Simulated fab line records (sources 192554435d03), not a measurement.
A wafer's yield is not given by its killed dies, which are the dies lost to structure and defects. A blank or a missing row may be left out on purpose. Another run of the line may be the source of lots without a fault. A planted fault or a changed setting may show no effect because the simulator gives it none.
fab line records	flow n5Finfet
[record] lots = 5	wafers = 15	lastDay = 18
route steps=1938 shown BEOL_M4@1099 BEOL_M5@1112 BEOL_M6@1257 PASSIVATION@1936
lots with no fault: from the same line, run without faults
startH: the number of hours between the record's first day and the start of the first shown wafer of the lot	waitH: time in hours since the lot's previous step	" unchanged from the row above	L1.1+2: one row covering several wafers at once	- either no value or no given start	* or withheld: withheld	< > ~ a bound
route shown NAME@n: names a module that has steps shown in the file, with the first one's number in the route	usual: the fault-free wafers' mean and standard deviation	same: alike in all rows	chamber/n: place in a boat	sites: readings site by site	_std_site: the values' standard deviation	_edge_site: mean of outer sites minus mean of inner sites	radiusMm: for every site, how far away it sits from the centre of the wafer	mask NAME#n: copy n	behind: tool/chamber where the wafer was last shaped	hold: why the lot was held/for how many hours/how that ended	device: the n, p or np transistor that did not switch	end of line: tests of these same wafers at the route's end	step lacking rows: just its recipe	killed: dies lost to structure and defects at the first sort, not the wafer's yield	map: per-die view of a wafer (x killed, . not killed, _ where there is no die)
set.NAME: the setting as run; set.NAME@STEP: as run at that earlier step	model.NAME: the simulator's own value behind a step, which no gauge read
a table for each step, a row for each wafer; lots at some steps of the route
services: from which hour (startH, from the record's first day; less than 0 if before it) a tool's chamber was out of use, for how many hours, and why
[[steps]]
[step N5_BEOL_M4_ANNEAL_95]
[recipe] tempC = 400	timeS = 240	ambient = vacuum
[step N5_BEOL_M4_SPUTTER_96]
[recipe] material = Cu	targetThkA = 45	tempC = -20	chamberPressurePa = 0.07	powerW = withheld	timeS = 8.29
[step N5_BEOL_M4_ECD_50]
[recipe] material = Cu	targetThkA = 3000
[step N5_BEOL_M4_ANNEAL_51]
[recipe] tempC = 225	timeS = 90	ambient = N2
[step N5_BEOL_M4_CMP_52]
[recipe] stopOn = SiOC	tOverpolishS = 6.8	downForcePsi = 1	platenRpm = 50	clearingPlatenDownForcePsi = 1.5	clearingPlatenRpm = 50	postCmpClean = cuAlkaline	targetThkNm = 40	clearingPlatenPadVelocityMS = 0.99484	padVelocityMS = 0.99484
[step N5_BEOL_M4_PRE_CLEAN_60]
[recipe] gas = NH3/H2	timeS = 15	tempC = *	rfPowerW = 300
[step N5_BEOL_M4_CO_CAP_55]
[recipe] material = Co	targetThkA = 20	tempC = 200	precursor = CCTBA/H2	pressureTorr = 30	timeS = 102.1
[step N5_BEOL_M4_PRE_CLEAN_56]
[recipe] gas = NH3	timeS = 15	tempC = withheld	rfPowerW = 300
[step N5_BEOL_M4_DEP_57]
[recipe] material = SiCN	targetThkA = 80	tempC = withheld	precursor = 3MS/NH3	pressureTorr = 3	rfW = 202	timeS = 14
[step N5_BEOL_M4_RC_MEAS_101]
[usual] DIBL_N = 35.8/1.6	DIBL_P = 36.0/1.9	IOFF_N = 0.151/0.029	IOFF_P = 0.21/0.037	ION_N = 673/12	ION_P = 463/7.3	SS_N = 71.5/0.58	SS_P = 73.2/0.61	VT_N = 251/3.3	VT_P = -250/3.3
lot.wafer	tool	chamber	startH	waitH	DIBL_N[mV/V]	DIBL_P[mV/V]	IOFF_N[nA/um]	IOFF_P[nA/um]	ION_N[uA/um]	ION_P[uA/um]	SS_N[mV/dec]	SS_P[mV/dec]	VT_N[mV]	VT_P[mV]
L125.1	prober-01	0	204.31	0.0	35.7	34.6	0.141	0.21	670	464	71.9	72.7	250	-246
L125.2	"	0	"	"	37.5	36.9	0.180	0.24	682	471	71.4	73.7	246	-247
L125.4	"	0	"	"	36.0	35.3	0.144	0.22	667	463	71.4	72.8	249	-249
L130.1	prober-01	0	210.16	0.0	34.0	33.9	0.108	0.16	658	451	71.1	73.2	256	-252
L130.4	"	0	"	"	34.5	34.2	0.117	0.17	663	467	71.0	72.3	252	-250
L130.5	"	0	"	"	35.5	34.5	0.131	0.16	663	457	71.8	72.7	254	-256
L131.1	prober-02	0	213.18	0.0	33.6	35.0	0.128	0.22	662	467	72.3	73.0	256	-248
L131.3	"	0	"	"	33.8	34.5	0.136	0.21	667	465	71.4	72.9	251	-247
L131.4	"	0	"	"	36.6	38.1	0.195	0.28	684	472	72.1	73.7	248	-243
L129.2	prober-02	0	220.56	0.2	39.2	40.5	0.212	0.25	688	470	71.9	73.7	245	-249
L129.3	"	0	"	"	36.3	36.0	0.138	0.19	680	461	71.9	73.4	253	-252
L129.4	"	0	"	"	39.0	39.5	0.199	0.24	685	465	71.9	73.9	246	-249
L144.2	prober-02	0	314.35	0.2	34.0	33.1	0.109	0.16	654	455	71.3	72.6	255	-255
L144.4	"	0	"	"	35.1	34.7	0.127	0.18	667	461	71.6	73.5	254	-255
L144.6	"	0	"	"	35.0	35.0	0.129	0.18	665	455	71.3	72.5	253	-254
[step N5_BEOL_M5_ILD_DEP_00]
[recipe] material = SiCOH_lowk	targetThkA = 1406.4	tempC = 300	precursor = DEMS/porogen	pressureTorr = 5	rfW = 500	timeS = 25.9
[step N5_BEOL_M5_CURE_79]
[recipe] tempC = 385	timeS = 240	ambient = He/Ar	material = SiCOH_lowk
[step N5_BEOL_M5_PECVD_70]
[recipe] material = SiO2	targetThkA = 160	tempC = 400	precursor = TEOS/O2	pressureTorr = 5.5	rfW = 450	teosFlowSccm = 53.8	gas = O2	flowSccm = 3000	timeS = 18
[step N5_BEOL_M5_HM_DEP_02]
[recipe] material = TiN	targetThkA = 200	tempC = 25	chamberPressurePa = 0.49996
[step N5_BEOL_M5_COAT_59]
[recipe] resist = SOC	tempC = 250	timeS = 60	spinRpm = 1500	resistThkNm = 60
[step N5_BEOL_M5_COAT_60]
[recipe] resist = SiARC	tempC = 220	timeS = 60	spinRpm = 1500	resistThkNm = 12
[step N5_BEOL_M5_COAT_71]
[recipe] resist = underlayer	tempC = 205	timeS = 60	spinRpm = 1500	resistThkNm = 5
[step N5_BEOL_M5_COAT_05]
[recipe] resist = CAR-EUV	spinRpm = 1500	resistThkNm = 30
[step N5_BEOL_M5_EBR_07]
[recipe] solvent = PGMEA	ebrWidthMm = 1.5
[step N5_BEOL_M5_SOFTBAKE_06]
[recipe] tempC = 110	timeS = 60	resist = CAR-EUV
[step N5_BEOL_M5_EXPOSE_08]
[recipe] maskId = M5	na = 0.33	sourceShape = annular	sigmaInner = 0.4	sigmaOuter = 0.8	polarization = unpolarized	targetCdNm = 28	doseMj = 35.75
[step N5_BEOL_M5_PEB_09]
[recipe] pebTempC = 100	pebTimeS = 60	resist = CAR-EUV
[step N5_BEOL_M5_DEVELOP_10]
[recipe] developTimeS = 30	developer = TMAH	resist = CAR-EUV	rinseLiquid = surfactantRinse	dry = airSpin	devTempC = 23
[step N5_BEOL_M5_DESCUM_16]
[recipe] chemistry = O2	timeS = 7	sourcePowerW = 50	biasPowerW = 20	pressureMtorr = 20	rfFrequencyHz = 2.712e+07	tempC = 40	resist = CAR-EUV	o2FlowSccm = 225
[step N5_BEOL_M5_ETCH_72]
[recipe] chemistry = N2/H2	target = underlayer	targetDepthA = 65	maskMaterial = CAR-EUV	timeS = 5.2	ionEnergyEv = 200	pressureMtorr = 30	sourceW = 840	biasW = 150	n2FlowSccm = 200	h2FlowSccm = 200	ends = cleared
[step N5_BEOL_M5_ETCH_61]
[recipe] chemistry = CF4	target = SiARC	targetDepthA = 156	maskMaterial = CAR-EUV	timeS = 26	ionEnergyEv = 80	pressureMtorr = 40	sourceW = 545	biasW = 36	Ar_flow_sccm = 100	cf4FlowSccm = 100	ends = cleared
[step N5_BEOL_M5_ETCH_62]
[recipe] chemistry = N2/H2	target = SOC	targetDepthA = 750	overetchA = 150	maskMaterial = SiARC	tempC = 40	timeS = 112.5	ionEnergyEv = 200	pressureMtorr = 30	sourceW = 840	biasW = 150	n2FlowSccm = 200	h2FlowSccm = 200
[step N5_BEOL_M5_STRIP_63]
[recipe] chemistry = N2/H2	tempC = 40	n2FlowSccm = 200	h2FlowSccm = 200	rfFrequencyHz = 6e+07
[step N5_BEOL_M5_STRIP_73]
[recipe] chemistry = N2/H2	tempC = 40	n2FlowSccm = 200	h2FlowSccm = 200	rfFrequencyHz = 6e+07
[step N5_BEOL_M5_STRIP_64]
[recipe] chemistry = CF4	resist = SiARC	powerW = 300	biasPowerW = 75	pressureMtorr = 50	cf4FlowSccm = 150	rfFrequencyHz = 6e+07
[step N5_BEOL_M5_HM_OPEN_17]
[recipe] chemistry = Cl2/BCl3	targetDepthA = 200	overetchA = 60	target = TiN	maskMaterial = SOC	ionEnergyEv = 150	pressureMtorr = 10	icpW = 1000	biasW = 126	Cl2_flow_sccm = 53.25	bcl3FlowSccm = 21.75	Ar_flow_sccm = 25
[step N5_BEOL_M5_STRIP_19]
[recipe] chemistry = O2	powerW = 400	tempC = 40	pressureMtorr = 30	rfFrequencyHz = 6e+07	biasPowerW = 0	overashFraction = 0.2	o2FlowSccm = 225
[step N5_BEOL_M5_COAT_65]
[recipe] resist = SOC	tempC = 250	timeS = 60	spinRpm = 1500	resistThkNm = 60
[step N5_BEOL_M5_COAT_66]
[recipe] resist = SiARC	tempC = 220	timeS = 60	spinRpm = 1500	resistThkNm = 12
[step N5_BEOL_M6_CMP_52]
[recipe] stopOn = SiCOH_lowk	tOverpolishS = 6.9	downForcePsi = 1	platenRpm = 50	clearingPlatenDownForcePsi = 1.5	clearingPlatenRpm = 50	postCmpClean = cuAlkaline	targetThkNm = 80	clearingPlatenPadVelocityMS = 0.99484	padVelocityMS = 0.99484
[usual] barrierFieldEndpointS = 29.1/0.72	clearingPlatenDownForcePsi = 1.500/0.0031	headPressurePsi = 1.0001/0.0023	motorCurrentA = 5.8/0.49	overpolishRunS = 6.901/0.0093	timeToEndpointS = 63.9/2.8
lot.wafer	tool	chamber	startH	waitH	barrierFieldEndpointS	clearingPlatenDownForcePsi	headPressurePsi	motorCurrentA	overpolishRunS	timeToEndpointS	model.Cu_of_BEOL_M6_ECD_50.thkNm	model.SiO2_of_BEOL_M6_PECVD_70.thkNm
L125.2	cmp-02	1	229.62	0.2	29.6	1.501	1.0020	6.1	6.908	65.5	82.2	0
L125.4	"	2	"	"	30.2	1.500	1.0015	6.6	6.895	65.7	80.4	0
L125.1	"	0	"	"	29.8	1.502	1.0011	6.3	6.894	67.0	80	0
L130.1	cmp-01	1	231.55	0.3	-	-	-	-	-	-	298	19.8
L130.4	"	2	"	"	-	-	-	-	-	-	296.2	19.8
L130.5	"	1	"	"	-	-	-	-	-	-	300.6	19.8
L131.3	cmp-02	3	236.95	0.2	-	-	-	-	-	-	299	20.2
L131.4	"	0	"	"	-	-	-	-	-	-	301.6	20.2
L131.1	"	1	"	"	-	-	-	-	-	-	300	19.8
L129.3	cmp-01	0	242.76	0.2	-	-	-	-	-	-	304.6	19.6
L129.2	"	1	"	"	-	-	-	-	-	-	307.6	20
L129.4	"	2	"	"	-	-	-	-	-	-	302.4	20.4
L144.2	cmp-03	3	334.50	0.2	28.4	1.501	0.9979	6.4	6.905	58.9	78.4	0
L144.4	"	0	"	"	29.4	1.500	1.0051	6.1	6.885	60.8	79	0
L144.6	"	2	"	"	28.6	1.499	0.9955	5.8	6.892	59.8	79.8	0
[step N5_BEOL_M6_THK_MEAS_53]
[recipe] thkMeasGauge = xrf	reads = Cu_of_BEOL_M6_ECD_50
[usual] M6_THK = 79.7/1.6
lot.wafer	tool	chamber	startH	waitH	M6_THK[nm]
L125.1	filmMetro-01	-	229.92	-	79.0
L125.2	"	-	"	"	80.6
L125.4	"	-	"	"	79.4
L130.1	filmMetro-02	-	231.84	0.3	295.6
L130.4	"	-	"	"	293.2
L130.5	"	-	"	"	297.4
L131.1	filmMetro-01	-	237.21	0.1	291.7
L131.3	"	-	"	"	290.9
L131.4	"	-	"	"	294.8
L129.2	filmMetro-01	-	243.06	0.2	300.3
L129.3	"	-	"	"	298.6
L129.4	"	-	"	"	296.1
L144.2	filmMetro-01	-	334.76	-	76.9
L144.4	"	-	"	"	77.3
L144.6	"	-	"	"	78.2
[step N5_BEOL_M6_RS_MEAS_57]
[recipe] thkMeasGauge = four-point-probe	reads = Cu_of_BEOL_M6_ECD_50+Co_of_BEOL_M6_CVD_78+TaN_of_BEOL_M6_ALD_77
[usual] M6_RS = 0.283/0.0065
lot.wafer	tool	chamber	startH	waitH	M6_RS[ohm/sq]
L125.1	filmMetro-02	-	230.05	0.1	0.286
L125.2	"	-	"	"	0.278
L125.4	"	-	"	"	0.284
L130.1	filmMetro-01	-	232.01	0.1	0.065
L130.4	"	-	"	"	0.065
L130.5	"	-	"	"	0.065
L131.1	filmMetro-02	-	237.34	0.1	0.065
L131.3	"	-	"	"	0.065
L131.4	"	-	"	"	0.064
L129.2	filmMetro-01	-	243.19	0.1	0.063
L129.3	"	-	"	"	0.064
L129.4	"	-	"	"	0.064
L144.2	filmMetro-01	-	334.89	0.1	0.293
L144.4	"	-	"	"	0.291
L144.6	"	-	"	"	0.286
[step N5_BEOL_M6_INSPECT_58]
[recipe] inspectInstrument = darkfield	mode = postDep
[usual] rawDefectCount = 67/25
lot.wafer	tool	chamber	startH	waitH	rawDefectCount
L125.1	defectInspect-02	-	230.07	0.0	53
L125.2	"	-	"	"	90
L125.4	"	-	"	"	65
L130.1	defectInspect-02	-	232.03	0.0	1466
L130.4	"	-	"	"	1412
L130.5	"	-	"	"	1432
L131.1	defectInspect-01	-	237.37	0.0	1517
L131.3	"	-	"	"	1579
L131.4	"	-	"	"	1487
L129.2	defectInspect-02	-	243.21	0.0	1486
L129.3	"	-	"	"	1428
L129.4	"	-	"	"	1405
L144.2	defectInspect-02	-	334.91	0.0	30
L144.4	"	-	"	"	29
L144.6	"	-	"	"	82
[step N5_PASSIVATION_PROBE_49]
[usual] defectLimitedYield = 90.9/1.4	killed_at_M0_to_M3 = 37/12	killed_at_M4_up = 14/5.3	killedAtContacts = 12/6.2	killedAtFrontEnd = 41/11	killedAtOther = 3.7/2.9	killedDies = 107/17	killedOnRim = 14/4.4	killedOpen = 71/12	killedShort = 34/7.9	sort_bin_5_function = 5.3/0.95	sort_bin_6_memory = 3.4/0.7	sortNPass = 1073/17	sortYieldPct = 90.9/1.5
[same] grossDies = 1180	killedAtBackSide = 0	sort_bin_4_leakage[%] = 0	sort_bin_8_speed[%] = 0
lot.wafer	tool	chamber	startH	waitH	defectLimitedYield[%]	killed_at_M0_to_M3	killed_at_M4_up	killedAtContacts	killedAtFrontEnd	killedAtOther	killedDies	killedOnRim	killedOpen	killedShort	sort_bin_5_function[%]	sort_bin_6_memory[%]	sortNPass	sortYieldPct[%]
L131.1	prober-02	-	317.43	0.0	0	34	1092	14	39	1	1180	152	75	24	4.7	3.5	0	0
L131.3	prober-02	-	317.53	0.1	0	61	1067	16	33	3	1180	152	82	37	6.0	4.0	0	0
L131.4	prober-02	-	317.58	0.2	0	32	1108	6	31	3	1180	152	56	23	4.3	2.3	0	0
L125.1	prober-01	-	320.79	0.0	90.2	35	13	14	51	3	116	18	77	36	5.9	3.6	1064	90.2
L125.2	prober-01	-	320.84	0.1	90.6	51	10	8	33	9	111	8	68	38	6.1	3.1	1069	90.6
L125.4	prober-01	-	320.94	0.2	90.9	33	8	16	47	3	107	18	76	28	5.7	3.1	1073	90.9
L130.1	prober-02	-	325.04	0.0	0	21	1107	12	32	8	1180	152	58	29	4.2	3.0	0	0
L130.4	prober-02	-	325.19	0.2	0	30	1081	18	49	2	1180	152	75	35	4.9	4.3	0	0
L130.5	prober-02	-	325.24	0.2	0	37	1081	8	49	5	1180	152	69	39	5.3	3.7	0	0
L129.2	prober-01	-	325.89	0.1	0	76	1041	13	46	4	1180	152	99	47	7.8	4.3	0	0
L129.3	prober-01	-	325.94	0.1	0	70	1069	6	32	3	1180	152	76	41	5.2	4.4	0	0
L129.4	prober-01	-	325.99	0.2	0	67	1052	13	39	9	1180	152	101	42	6.3	5.5	0	0
L144.2	prober-02	-	419.77	0.1	91.9	37	11	4	43	1	96	13	69	25	4.4	3.4	1084	91.9
L144.4	prober-02	-	419.87	0.2	90.0	35	6	19	49	9	118	12	74	42	6.4	3.4	1062	90.0
L144.6	prober-02	-	419.97	0.3	94.3	24	6	4	32	1	67	8	46	20	3.4	2.0	1113	94.3
// killed by level:class
L131.1 BEOL_M6:areaCmp=1080 STI_FIN_REVEAL:geometricParticle:open=11 MOL_CONTACT_COAG:geometricParticle:open=10 DUMMY_GATE:geometricParticle:open=10 BEOL_M3:geometricParticle:open=8 BEOL_M0_SAQP:geometricParticle:short=6 BEOL_M1:geometricParticle:open=6 FIN_SAQP:geometricParticle:open=5
L131.3 BEOL_M6:areaCmp=1059 BEOL_M3:geometricParticle:open=14 BEOL_M2:geometricParticle:open=12 MOL_CONTACT_COAG:geometricParticle:open=10 BEOL_M1:geometricParticle:open=10 STI_FIN_REVEAL:geometricParticle:open=8 BEOL_M2:geometricParticle:short=8 DUMMY_GATE:geometricParticle:open=6
L131.4 BEOL_M6:areaCmp=1101 BEOL_M1:geometricParticle:open=9 DUMMY_GATE:geometricParticle:open=7 GATE_CUT:geometricParticle:short=5 BEOL_M0_SAQP:geometricParticle:short=5 BEOL_M2:geometricParticle:open=5 BEOL_M3:geometricParticle:open=5 BEOL_M5:geometricParticle:open=5
L125.1 FIN_SAQP:geometricParticle:open=13 MOL_CONTACT_COAG:geometricParticle:open=11 STI_FIN_REVEAL:geometricParticle:open=9 BEOL_M3:geometricParticle:open=9 BEOL_M0_SAQP:geometricParticle:open=8 FIN_SAQP:geometricParticle:short=7 STARTING-WAFER:geometricParticle:short=6 GATE_CUT:geometricParticle:short=5
L125.2 BEOL_M0_SAQP:geometricParticle:short=15 BEOL_M0_SAQP:geometricParticle:open=13 BEOL_M1:geometricParticle:open=9 FIN_SAQP:geometricParticle:open=7 STARTING-WAFER:geometricParticle:open=6 STI_FIN_REVEAL:geometricParticle:open=5 MOL_CONTACT_COAG:geometricParticle:open=4 BEOL_M3:geometricParticle:open=4
L125.4 FIN_SAQP:geometricParticle:open=13 MOL_CONTACT_COAG:geometricParticle:open=12 STI_FIN_REVEAL:geometricParticle:open=10 BEOL_M0_SAQP:geometricParticle:short=8 BEOL_M0_SAQP:geometricParticle:open=8 BEOL_M0:geometricParticle:open=6 STI_FIN_REVEAL:geometricParticle:short=4 MOL_CONTACT_COAG:geometricParticle:short=4
L130.1 BEOL_M6:areaCmp=1093 MOL_CONTACT_COAG:geometricParticle:open=9 BEOL_M2:geometricParticle:open=9 DUMMY_GATE:geometricParticle:open=7 FIN_SAQP:geometricParticle:open=5 STI_FIN_REVEAL:geometricParticle:open=5 ILD0:geometricParticle:short=4 BEOL_M2:geometricParticle:short=4
L130.4 BEOL_M6:areaCmp=1068 FIN_SAQP:geometricParticle:short=18 MOL_CONTACT_COAG:geometricParticle:open=16 BEOL_M2:geometricParticle:open=14 FIN_SAQP:geometricParticle:open=10 DUMMY_GATE:geometricParticle:open=7 STI_FIN_REVEAL:geometricParticle:open=6 BEOL_M0_SAQP:geometricParticle:short=5
L130.5 BEOL_M6:areaCmp=1072 FIN_SAQP:geometricParticle:short=13 FIN_SAQP:geometricParticle:open=9 BEOL_M0_SAQP:geometricParticle:open=9 STI_FIN_REVEAL:geometricParticle:open=8 DUMMY_GATE:geometricParticle:open=8 BEOL_M2:geometricParticle:open=8 MOL_CONTACT_COAG:geometricParticle:open=7
L129.2 BEOL_M6:areaCmp=1032 BEOL_M2:geometricParticle:open=16 BEOL_M0_SAQP:geometricParticle:open=15 MOL_CONTACT_COAG:geometricParticle:open=13 BEOL_M0_SAQP:geometricParticle:short=13 FIN_SAQP:geometricParticle:open=11 BEOL_M1:geometricParticle:open=10 BEOL_M3:geometricParticle:open=7
L129.3 BEOL_M6:areaCmp=1063 BEOL_M0_SAQP:geometricParticle:short=20 BEOL_M0_SAQP:geometricParticle:open=19 BEOL_M2:geometricParticle:open=8 FIN_SAQP:geometricParticle:open=7 STI_FIN_REVEAL:geometricParticle:open=6 MOL_CONTACT_COAG:geometricParticle:open=6 BEOL_M1:geometricParticle:open=6
L129.4 BEOL_M6:areaCmp=1037 BEOL_M0_SAQP:geometricParticle:open=25 BEOL_M0_SAQP:geometricParticle:short=14 MOL_CONTACT_COAG:geometricParticle:open=13 FIN_SAQP:geometricParticle:open=10 BEOL_M1:geometricParticle:open=9 BEOL_M2:geometricParticle:open=7 STI_FIN_REVEAL:geometricParticle:open=6
L144.2 BEOL_M1:geometricParticle:open=16 STI_FIN_REVEAL:geometricParticle:open=10 GATE_CUT:geometricParticle:open=6 BEOL_M0_SAQP:geometricParticle:open=6 BEOL_M3:geometricParticle:open=6 FIN_SAQP:geometricParticle:short=5 GATE_CUT:geometricParticle:short=5 MOL_CONTACT_COAG:geometricParticle:open=4
L144.4 MOL_CONTACT_COAG:geometricParticle:open=14 FIN_SAQP:geometricParticle:short=12 BEOL_M1:geometricParticle:open=12 GATE_CUT:geometricParticle:short=9 FIN_SAQP:geometricParticle:open=7 BEOL_M3:geometricParticle:open=6 STI_FIN_REVEAL:geometricParticle:open=5 MOL_CONTACT_COAG:geometricParticle:short=5
L144.6 FIN_SAQP:geometricParticle:open=8 BEOL_M1:geometricParticle:open=7 BEOL_M3:geometricParticle:open=5 GATE_CUT:geometricParticle:short=4 MOL_CONTACT_COAG:geometricParticle:open=4 STI_FIN_REVEAL:geometricParticle:open=3 STARTING-WAFER:geometricParticle:open=3 ILD0:geometricParticle:short=3
// map L129.2 (x killed, . not)
_________________xxxxxxxxxxxx________________
______________xxxxxxxxxxxxxxxxxx_____________
___________xxxxxxxxxxxxxxxxxxxxxxxx__________
__________xxxxxxxxxxxxxxxxxxxxxxxxxx_________
________xxxxxxxxxxxxxxxxxxxxxxxxxxxxxx_______
_______xxxxxxxxxxxxxxxxxxxxxxxxxxxxxxxx______
______xxxxxxxxxxxxxxxxxxxxxxxxxxxxxxxxxx_____
_____xxxxxxxxxxxxxxxxxxxxxxxxxxxxxxxxxxxx____
____xxxxxxxxxxxxxxxxxxxxxxxxxxxxxxxxxxxxxx___
___xxxxxxxxxxxxxxxxxxxxxxxxxxxxxxxxxxxxxxxx__
___xxxxxxxxxxxxxxxxxxxxxxxxxxxxxxxxxxxxxxxx__
__xxxxxxxxxxxxxxxxxxxxxxxxxxxxxxxxxxxxxxxxxx_
__xxxxxxxxxxxxxxxxxxxxxxxxxxxxxxxxxxxxxxxxxx_
_xxxxxxxxxxxxxxxxxxxxxxxxxxxxxxxxxxxxxxxxxxxx
_xxxxxxxxxxxxxxxxxxxxxxxxxxxxxxxxxxxxxxxxxxxx
_xxxxxxxxxxxxxxxxxxxxxxxxxxxxxxxxxxxxxxxxxxxx
_xxxxxxxxxxxxxxxxxxxxxxxxxxxxxxxxxxxxxxxxxxxx
_xxxxxxxxxxxxxxxxxxxxxxxxxxxxxxxxxxxxxxxxxxxx
_xxxxxxxxxxxxxxxxxxxxxxxxxxxxxxxxxxxxxxxxxxxx
_xxxxxxxxxxxxxxxxxxxxxxxxxxxxxxxxxxxxxxxxxxxx
_xxxxxxxxxxxxxxxxxxxxxxxxxxxxxxxxxxxxxxxxxxxx
__xxxxxxxxxxxxxxxxxxxxxxxxxxxxxxxxxxxxxxxxxx_
__xxxxxxxxxxxxxxxxxxxxxxxxxxxxxxxxxxxxxxxxxx_
___xxxxxxxxxxxxxxxxxxxxxxxxxxxxxxxxxxxxxxxx__
___xxxxxxxxxxxxxxxxxxxxxxxxxxxxxxxxxxxxxxxx__
____xxxxxxxxxxxxxxxxxxxxxxxxxxxxxxxxxxxxxx___
_____xxxxxxxxxxxxxxxxxxxxxxxxxxxxxxxxxxxx____
______xxxxxxxxxxxxxxxxxxxxxxxxxxxxxxxxxx_____
_______xxxxxxxxxxxxxxxxxxxxxxxxxxxxxxxx______
________xxxxxxxxxxxxxxxxxxxxxxxxxxxxxx_______
__________xxxxxxxxxxxxxxxxxxxxxxxxxx_________
___________xxxxxxxxxxxxxxxxxxxxxxxx__________
______________xxxxxxxxxxxxxxxxxx_____________
_________________xxxxxxxxxxxx________________
// map L130.1 (x killed, . not)
_________________xxxxxxxxxxxx________________
______________xxxxxxxxxxxxxxxxxx_____________
___________xxxxxxxxxxxxxxxxxxxxxxxx__________
__________xxxxxxxxxxxxxxxxxxxxxxxxxx_________
________xxxxxxxxxxxxxxxxxxxxxxxxxxxxxx_______
_______xxxxxxxxxxxxxxxxxxxxxxxxxxxxxxxx______
______xxxxxxxxxxxxxxxxxxxxxxxxxxxxxxxxxx_____
_____xxxxxxxxxxxxxxxxxxxxxxxxxxxxxxxxxxxx____
____xxxxxxxxxxxxxxxxxxxxxxxxxxxxxxxxxxxxxx___
___xxxxxxxxxxxxxxxxxxxxxxxxxxxxxxxxxxxxxxxx__
___xxxxxxxxxxxxxxxxxxxxxxxxxxxxxxxxxxxxxxxx__
__xxxxxxxxxxxxxxxxxxxxxxxxxxxxxxxxxxxxxxxxxx_
__xxxxxxxxxxxxxxxxxxxxxxxxxxxxxxxxxxxxxxxxxx_
_xxxxxxxxxxxxxxxxxxxxxxxxxxxxxxxxxxxxxxxxxxxx
_xxxxxxxxxxxxxxxxxxxxxxxxxxxxxxxxxxxxxxxxxxxx
_xxxxxxxxxxxxxxxxxxxxxxxxxxxxxxxxxxxxxxxxxxxx
_xxxxxxxxxxxxxxxxxxxxxxxxxxxxxxxxxxxxxxxxxxxx
_xxxxxxxxxxxxxxxxxxxxxxxxxxxxxxxxxxxxxxxxxxxx
_xxxxxxxxxxxxxxxxxxxxxxxxxxxxxxxxxxxxxxxxxxxx
_xxxxxxxxxxxxxxxxxxxxxxxxxxxxxxxxxxxxxxxxxxxx
_xxxxxxxxxxxxxxxxxxxxxxxxxxxxxxxxxxxxxxxxxxxx
__xxxxxxxxxxxxxxxxxxxxxxxxxxxxxxxxxxxxxxxxxx_
__xxxxxxxxxxxxxxxxxxxxxxxxxxxxxxxxxxxxxxxxxx_
___xxxxxxxxxxxxxxxxxxxxxxxxxxxxxxxxxxxxxxxx__
___xxxxxxxxxxxxxxxxxxxxxxxxxxxxxxxxxxxxxxxx__
____xxxxxxxxxxxxxxxxxxxxxxxxxxxxxxxxxxxxxx___
_____xxxxxxxxxxxxxxxxxxxxxxxxxxxxxxxxxxxx____
______xxxxxxxxxxxxxxxxxxxxxxxxxxxxxxxxxx_____
_______xxxxxxxxxxxxxxxxxxxxxxxxxxxxxxxx______
________xxxxxxxxxxxxxxxxxxxxxxxxxxxxxx_______
__________xxxxxxxxxxxxxxxxxxxxxxxxxx_________
___________xxxxxxxxxxxxxxxxxxxxxxxx__________
______________xxxxxxxxxxxxxxxxxx_____________
_________________xxxxxxxxxxxx________________
[[services]]
tool	chamber	startH	hours	kind
cmp-01	-	272.91	0.3	repair
cmp-03	-	290.76	4.0	pm
cmp-03	-	294.76	-	consumableReplace:conditioner
cmp-03	-	294.76	-	consumableReplace:pad
cmp-03	-	296.86	6.4	repair
cmp-01	-	302.68	5.5	pm
cmp-02	-	305.22	4.0	pm
cmp-02	-	309.22	-	consumableReplace:conditioner
cmp-02	-	309.22	-	consumableReplace:pad
cmp-02	-	320.54	8.6	pm
cmp-02	-	330.81	6.3	pm
[[key]]
[firstSign] step = N5_BEOL_M6_CMP_52	reading = toolRecord	direction = missing
[effect] step = N5_BEOL_M6_THK_MEAS_53	reading = M6_THK	direction = up	sigmas = 99+	usual = 79.7	struck = 295.4
[effect] step = N5_BEOL_M6_RS_MEAS_57	reading = M6_RS	direction = down	sigmas = 34	usual = 0.283	struck = 0.064
[effect] step = N5_BEOL_M6_INSPECT_58	reading = rawDefectCount	direction = up	sigmas = 56	usual = 67	struck = 1468
[effect] step = N5_PASSIVATION_PROBE_49	reading = killed_at_M4_up	direction = up	sigmas = 99+	usual = 14	struck = 1078
[modelEffect] step = N5_BEOL_M6_CMP_52	value = Cu_of_BEOL_M6_ECD_50.thkNm	without = 80.73	struck = 301.1
[moreKillsBornAt] N5_BEOL_M6_CMP_52@cmp-01 = 6365	N5_BEOL_M6_CMP_52@cmp-02 = 3240
metAt N5_BEOL_M6_CMP_52
struckWafers L129.2,L129.3,L129.4,L130.1,L130.4,L130.5,L131.1,L131.3,L131.4
laterRowsLeftOut L129.2,L129.3,L129.4,L130.1,L130.4,L130.5,L131.1,L131.3,L131.4
onsetBetween 229.62 231.55
[fault] kind = skippedStepWhole	tool = cmp-01,cmp-02	chamber = -	onsetH = 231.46	steps = N5_BEOL_M6_CMP_52	scope = struckLotsOnly
// laterRowsLeftOut: the simulator's readings of these wafers behind a module that went badly wrong aren't trusted and aren't shown, but for the sort
